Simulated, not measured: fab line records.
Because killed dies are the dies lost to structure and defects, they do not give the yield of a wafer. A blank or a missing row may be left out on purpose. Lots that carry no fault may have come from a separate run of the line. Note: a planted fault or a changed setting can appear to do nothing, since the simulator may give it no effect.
fab line records ; flow n5Finfet
record lots=10; wafers=28; lastDay=17
route steps=1938 shown BEOL_M5@1152
lots that met no fault: taken from a fault-free run of the same line
startH: start of the lot's first displayed wafer, in hours after the record's first day ; waitH: hours from the lot's prior step to this one ; " unchanged from the row above ; L1.1+2: a row that stands for several wafers ; - either no value or no given start ; * or withheld: withheld ; < > ~ a bound
route shown NAME@n: names a module that has steps shown in the file, with the first one's number in the route ; usual: the fault-free wafers' mean and standard deviation ; same: alike in all rows ; chamber/n: place in a boat ; sites: the reading at each site ; _std_site: their standard deviation ; _edge_site: inner sites' mean taken away from outer sites' mean ; radiusMm: for every site, how far away it sits from the centre of the wafer ; mask NAME#n: copy n ; behind: the tool/chamber that last shaped the wafer ; hold: cause of the lot's hold/its duration in hours/its outcome ; device: which transistor (n, p or np) failed to switch ; end of line: the route-end tests of the same wafers ; step lacking rows: just its recipe ; killed: count of dies lost to structure and defects at first sort (not the wafer's yield) ; map: per-die view of a wafer (x killed, . not killed, _ where there is no die)
set.NAME: the setting that was run; set.NAME@STEP: the one run at that earlier step ; model.NAME: the simulator's own value behind a step, which no gauge read
one table for each step of the route and one row for each wafer, over a sample of lots
services: when a tool's chamber went out of use (startH, in hours from the record's first day, below 0 if earlier), for how many hours, and the reason
## steps
# step N5_BEOL_M5_ETCH_75
# recipe chemistry=N2/H2; target=underlayer; targetDepthA=65; maskMaterial=CAR-EUV; timeS=5.2; ionEnergyEv=200; pressureMtorr=30; sourceW=840; biasW=150; n2FlowSccm=200; h2FlowSccm=200; ends=cleared
# usual drypumpMotorCurrentA=5.8/0.6; etchRfOnTimeS=5.21/0.12; oesProductAu=0.69/0.075; rfVppV=523.5/2.1; showerheadPlenumPTorr=2.53/0.067; throttleValvePct=17.85/0.26
lot.wafer;tool;chamber;startH;waitH;drypumpMotorCurrentA;etchRfOnTimeS;oesProductAu;rfHoursCounterH;rfVppV;showerheadPlenumPTorr;throttleValvePct
L886.1;rieDiel-03;3;174.91;0.0;6.2;5.27;0.61;201;523.2;2.62;17.68
L886.5;rieDiel-03;2;174.91;0.0;5.5;5.28;0.58;-;519.7;2.40;18.00
L890.1;rieDiel-01;0;196.96;0.0;4.8;5.18;0.75;49;525.7;2.57;17.58
L890.4;rieDiel-01;2;196.96;0.0;6.1;5.00;0.81;20;524.1;2.51;17.50
L890.6;rieDiel-01;0;196.96;0.0;4.8;5.14;0.74;-;525.6;2.57;17.58
L892.3;rieDiel-01;2;204.19;0.0;6.1;5.01;0.81;23;523.1;2.51;17.53
L892.4;rieDiel-01;3;204.19;0.0;6.4;5.28;0.73;63;519.4;2.48;17.69
L892.5;rieDiel-01;1;204.19;0.0;5.2;5.32;0.60;-;522.8;2.51;18.18
L893.2;rieDiel-03;0;213.23;0.0;5.0;5.19;0.73;77;522.9;2.57;17.41
L893.3;rieDiel-03;3;213.23;0.0;6.3;5.36;0.61;212;525.6;2.61;17.72
L893.5;rieDiel-03;2;213.23;0.0;5.5;5.44;0.58;-;521.7;2.40;18.02
L898.1;rieDiel-03;0;240.60;0.0;5.0;5.10;0.71;84;529.3;2.57;17.42
L898.3;rieDiel-03;3;240.60;0.0;6.2;5.29;0.60;220;527.9;2.61;17.76
L898.5;rieDiel-03;1;240.60;0.0;5.3;5.01;0.64;-;524.8;2.53;17.75
L899.1;rieDiel-04;1;255.14;0.0;6.5;5.34;0.65;124;526.5;2.54;17.86
L899.5;rieDiel-04;0;255.14;0.0;5.7;5.12;0.79;-;525.2;2.61;18.07
L899.6;rieDiel-04;1;255.14;0.0;6.5;5.35;0.64;-;525.7;2.54;17.85
L902.2;rieDiel-01;0;264.34;0.0;4.8;5.17;0.73;70;522.4;2.56;17.59
L902.3;rieDiel-01;1;264.34;0.0;5.2;5.26;0.59;234;523.4;2.51;18.23
L902.5;rieDiel-01;3;264.34;0.0;6.4;5.22;0.72;-;522.4;2.47;17.72
L900.1;rieDiel-01;0;269.77;0.0;4.7;5.19;0.73;72;525.9;2.56;17.62
L900.3;rieDiel-01;3;269.77;0.0;6.4;5.22;0.71;84;522.5;2.47;17.72
L900.4;rieDiel-01;2;269.77;0.0;6.1;5.02;0.77;44;524.8;2.50;17.54
L901.1;rieDiel-04;2;269.97;0.0;5.7;5.31;0.70;50;525.1;2.60;18.11
L901.4;rieDiel-04;1;269.97;0.0;6.5;5.25;0.65;128;523.2;2.54;17.85
L901.5;rieDiel-04;0;269.97;0.0;5.7;5.08;0.78;-;522.4;2.61;18.07
L904.1;rieDiel-01;1;283.59;0.0;5.2;5.22;0.58;239;523.5;2.50;18.24
L904.3;rieDiel-01;0;283.59;0.0;4.8;5.20;0.71;75;524.9;2.56;17.62
# step N5_BEOL_M5_ETCH_68
# recipe chemistry=N2/H2; target=SOC; targetDepthA=800; overetchA=160; maskMaterial=SiARC; tempC=40; timeS=120; ionEnergyEv=200; pressureMtorr=30; sourceW=840; biasW=150; n2FlowSccm=200; h2FlowSccm=200
# usual drypumpMotorCurrentA=5.8/0.61; oesProductAu=0.62/0.062; rfVppV=523.5/2.1; showerheadPlenumPTorr=2.53/0.067; throttleValvePct=17.81/0.27
lot.wafer;tool;chamber;startH;waitH;drypumpMotorCurrentA;oesProductAu;rfHoursCounterH;rfVppV;showerheadPlenumPTorr;throttleValvePct
L886.1;rieDiel-03;3;174.96;0.0;6.2;0.56;201;526.0;2.62;17.67
L886.5;rieDiel-03;2;174.96;0.0;5.5;0.53;-;520.7;2.40;17.96
L890.1;rieDiel-01;0;197.01;0.0;4.7;0.67;49;525.2;2.57;17.54
L890.4;rieDiel-01;2;197.01;0.0;6.1;0.71;20;521.5;2.51;17.47
L890.6;rieDiel-01;0;197.01;0.0;4.7;0.67;-;524.7;2.57;17.53
L892.3;rieDiel-01;2;204.23;0.0;6.1;0.72;23;521.6;2.51;17.50
L892.4;rieDiel-01;3;204.23;0.0;6.4;0.66;63;521.8;2.48;17.66
L892.5;rieDiel-01;1;204.23;0.0;5.2;0.54;-;523.8;2.51;18.16
L893.2;rieDiel-03;0;213.27;0.0;5.0;0.64;77;523.3;2.57;17.37
L893.3;rieDiel-03;3;213.27;0.0;6.2;0.55;212;526.1;2.62;17.69
L893.5;rieDiel-03;2;213.27;0.0;5.5;0.53;-;520.1;2.40;17.98
L898.1;rieDiel-03;0;240.64;0.0;5.0;0.64;84;525.2;2.57;17.38
L898.3;rieDiel-03;3;240.64;0.0;6.2;0.55;220;526.7;2.61;17.72
L898.5;rieDiel-03;1;240.64;0.0;5.3;0.56;-;523.2;2.53;17.73
L899.1;rieDiel-04;1;255.19;0.0;6.5;0.59;124;524.8;2.54;17.82
L899.5;rieDiel-04;0;255.19;0.0;5.7;0.69;-;525.3;2.61;18.03
L899.6;rieDiel-04;1;255.19;0.0;6.6;0.59;-;524.3;2.54;17.81
L902.2;rieDiel-01;0;264.38;0.0;4.8;0.65;70;524.9;2.56;17.58
L902.3;rieDiel-01;1;264.38;0.0;5.2;0.54;234;521.8;2.50;18.18
L902.5;rieDiel-01;3;264.38;0.0;6.4;0.65;-;522.8;2.47;17.70
L900.1;rieDiel-01;0;269.82;0.0;4.7;0.65;72;524.5;2.56;17.59
L900.3;rieDiel-01;3;269.82;0.0;6.4;0.64;84;521.9;2.47;17.70
L900.4;rieDiel-01;2;269.82;0.0;6.1;0.68;44;521.5;2.50;17.53
L901.1;rieDiel-04;2;270.01;0.0;5.7;0.64;50;524.7;2.60;18.07
L901.4;rieDiel-04;1;270.01;0.0;6.6;0.58;128;523.2;2.54;17.84
L901.5;rieDiel-04;0;270.01;0.0;5.8;0.69;-;526.8;2.61;18.03
L904.1;rieDiel-01;1;283.63;0.0;5.2;0.54;239;522.6;2.50;18.20
L904.3;rieDiel-01;0;283.63;0.0;4.7;0.65;75;524.4;2.56;17.58
# step N5_BEOL_M5_ETCH_41
# recipe chemistry=CH3F/O2; target=SiCN; targetDepthA=315; taperDeg=2; timeS=56.7; ionEnergyEv=120; maskMaterial=TiN; pressureMtorr=30; sourceW=395; biasW=75; Ar_flow_sccm=150; CH3F_flow_sccm=30; O2_flow_sccm=20
# usual drypumpMotorCurrentA=5.8/0.6; oesProductAu=0.81/0.087; rfVppV=297.1/1.4; showerheadPlenumPTorr=1.99/0.057; throttleValvePct=16.32/0.27
lot.wafer;tool;chamber;startH;waitH;drypumpMotorCurrentA;oesProductAu;rfHoursCounterH;rfVppV;showerheadPlenumPTorr;throttleValvePct
L886.1;rieDiel-03;3;175.17;-;6.3;0.72;201;298.9;2.08;16.40
L886.5;rieDiel-03;2;175.17;-;5.5;0.69;-;295.4;1.90;16.59
L890.1;rieDiel-01;0;197.22;-;4.7;0.88;49;298.7;2.03;16.08
L890.4;rieDiel-01;2;197.22;-;6.1;0.94;20;296.7;1.94;15.80
L890.6;rieDiel-01;0;197.22;-;4.7;0.88;-;298.4;2.03;16.08
L892.3;rieDiel-01;2;204.45;-;6.1;0.95;23;296.2;1.94;15.81
L892.4;rieDiel-01;3;204.45;-;6.4;0.86;63;296.2;1.97;16.23
L892.5;rieDiel-01;1;204.45;-;5.2;0.70;-;297.4;1.96;16.62
L893.2;rieDiel-03;0;213.48;-;5.0;0.84;77;296.8;2.01;15.85
L893.3;rieDiel-03;3;213.48;-;6.3;0.70;212;298.5;2.08;16.42
L893.5;rieDiel-03;2;213.48;-;5.5;0.68;-;294.8;1.90;16.61
L898.1;rieDiel-03;0;240.86;-;5.0;0.84;85;296.9;2.01;15.86
L898.3;rieDiel-03;3;240.86;-;6.3;0.70;220;297.8;2.07;16.42
L898.5;rieDiel-03;1;240.86;-;5.3;0.75;-;297.0;2.00;16.28
L899.1;rieDiel-04;1;255.40;-;6.5;0.77;124;298.5;2.02;16.41
L899.5;rieDiel-04;0;255.40;-;5.8;0.93;-;297.5;2.04;16.46
L899.6;rieDiel-04;1;255.40;-;6.5;0.77;-;296.7;2.02;16.43
L902.2;rieDiel-01;0;264.60;-;4.8;0.84;70;295.8;2.02;16.14
L902.3;rieDiel-01;1;264.60;-;5.2;0.69;234;298.2;1.95;16.64
L902.5;rieDiel-01;3;264.60;-;6.4;0.84;-;295.4;1.96;16.27
L900.1;rieDiel-01;0;270.03;-;4.8;0.84;72;297.5;2.02;16.13
L900.3;rieDiel-01;3;270.03;-;6.4;0.83;84;295.3;1.96;16.27
L900.4;rieDiel-01;2;270.03;-;6.1;0.90;44;295.3;1.93;15.85
L901.1;rieDiel-04;2;270.23;-;5.7;0.82;50;297.1;2.06;16.46
L901.4;rieDiel-04;1;270.23;-;6.5;0.77;128;297.3;2.02;16.44
L901.5;rieDiel-04;0;270.23;-;5.8;0.92;-;298.5;2.04;16.48
L904.1;rieDiel-01;1;283.85;-;5.2;0.51;239;298.0;1.95;16.66
L904.3;rieDiel-01;0;283.85;-;4.8;0.85;75;297.5;2.02;16.14
# step N5_BEOL_M5_STRIP_91
# recipe chemistry=N2/H2; timeS=10; powerW=450; tempC=40; pressureMtorr=20; rfFrequencyHz=6e+07; biasPowerW=7; n2FlowSccm=200; h2FlowSccm=200
# usual drypumpMotorCurrentA=5.8/0.6; oesProductAu=0.81/0.089; rfVppV=59.2/0.84; showerheadPlenumPTorr=2.53/0.067; throttleValvePct=23.6/0.31
lot.wafer;tool;chamber;startH;waitH;drypumpMotorCurrentA;oesProductAu;rfHoursCounterH;rfVppV;showerheadPlenumPTorr;throttleValvePct
L886.1;rieDiel-03;3;-;-;6.3;0.72;201;59.5;2.62;23.3
L886.5;rieDiel-03;2;-;-;5.5;0.70;-;60.1;2.40;23.8
L890.1;rieDiel-01;0;-;-;4.8;0.88;49;59.2;2.57;23.4
L890.4;rieDiel-01;2;-;-;6.1;0.94;20;60.1;2.50;23.3
L890.6;rieDiel-01;0;-;-;4.7;0.87;-;59.7;2.57;23.3
L892.3;rieDiel-01;2;-;-;6.1;0.94;23;59.4;2.50;23.3
L892.4;rieDiel-01;3;-;-;6.4;0.87;63;58.8;2.48;23.5
L892.5;rieDiel-01;1;-;-;5.2;0.70;-;59.7;2.51;23.9
L893.2;rieDiel-03;0;-;-;5.0;0.84;77;59.6;2.57;23.2
L893.3;rieDiel-03;3;-;-;6.2;0.71;212;59.5;2.61;23.3
L893.5;rieDiel-03;2;-;-;5.5;0.67;-;60.6;2.39;23.8
L898.1;rieDiel-03;0;-;-;5.1;0.85;85;59.1;2.56;23.2
L898.3;rieDiel-03;3;-;-;6.3;0.70;220;60.0;2.61;23.3
L898.5;rieDiel-03;1;-;-;5.3;0.73;-;59.9;2.52;23.5
L899.1;rieDiel-04;1;-;-;6.5;0.78;124;59.4;2.54;23.7
L899.5;rieDiel-04;0;-;-;5.7;0.93;-;59.0;2.61;23.9
L899.6;rieDiel-04;1;-;-;6.6;0.78;-;59.8;2.54;23.7
L902.2;rieDiel-01;0;-;-;4.8;0.85;70;59.2;2.56;23.4
L902.3;rieDiel-01;1;-;-;5.2;0.69;234;58.7;2.50;23.9
L902.5;rieDiel-01;3;-;-;6.4;0.84;-;60.2;2.47;23.6
L900.1;rieDiel-01;0;-;-;4.7;0.86;72;58.4;2.56;23.4
L900.3;rieDiel-01;3;-;-;6.4;0.84;84;59.8;2.47;23.6
L900.4;rieDiel-01;2;-;-;6.1;0.90;44;59.7;2.49;23.3
L901.1;rieDiel-04;2;-;-;5.7;0.84;51;59.5;2.60;24.2
L901.4;rieDiel-04;1;-;-;6.5;0.78;128;58.1;2.53;23.7
L901.5;rieDiel-04;0;-;-;5.7;0.91;-;60.3;2.60;23.9
L904.1;rieDiel-01;1;-;-;5.2;0.69;239;59.4;2.50;24.0
L904.3;rieDiel-01;0;-;-;4.8;0.85;75;59.1;2.56;23.4
## services
tool;chamber;startH;hours;kind
rieDiel-04;0;197.34;-;clean
rieDiel-04;0;197.34;-;consumableReplace:focusRing
rieDiel-04;0;197.34;18.8;scheduledDown
rieDiel-04;0;197.34;18.8;ventCycle
rieDiel-04;1;221.30;13.8;repair
rieDiel-01;1;240.27;4.0;repair
rieDiel-03;2;265.86;-;clean
rieDiel-03;2;265.86;-;consumableReplace:focusRing
rieDiel-03;2;265.86;-;consumableReplace:showerhead
rieDiel-03;2;265.86;14.9;scheduledDown
rieDiel-03;2;265.86;14.9;ventCycle
rieDiel-04;2;273.35;7.5;repair
## key
firstSign step=N5_BEOL_M5_ETCH_41; reading=oesProductAu; direction=down; sigmas=3.5; usual=0.81; struck=0.51
effect none on later readings
metAt N5_BEOL_M5_ETCH_41
struckLots L904
struckWafers L904.1
notActingAt N5_BEOL_M5_ETCH_75,N5_BEOL_M5_ETCH_68,N5_BEOL_M5_STRIP_91
onsetBetween 270.03 283.85
fault kind=processParameterDrift; tool=rieDiel-01; chamber=-; onsetH=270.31; steps=N5_BEOL_M5_ETCH_41; channel=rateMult; offset=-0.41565; shape=step; endH=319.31; scope=struckWafersOnly
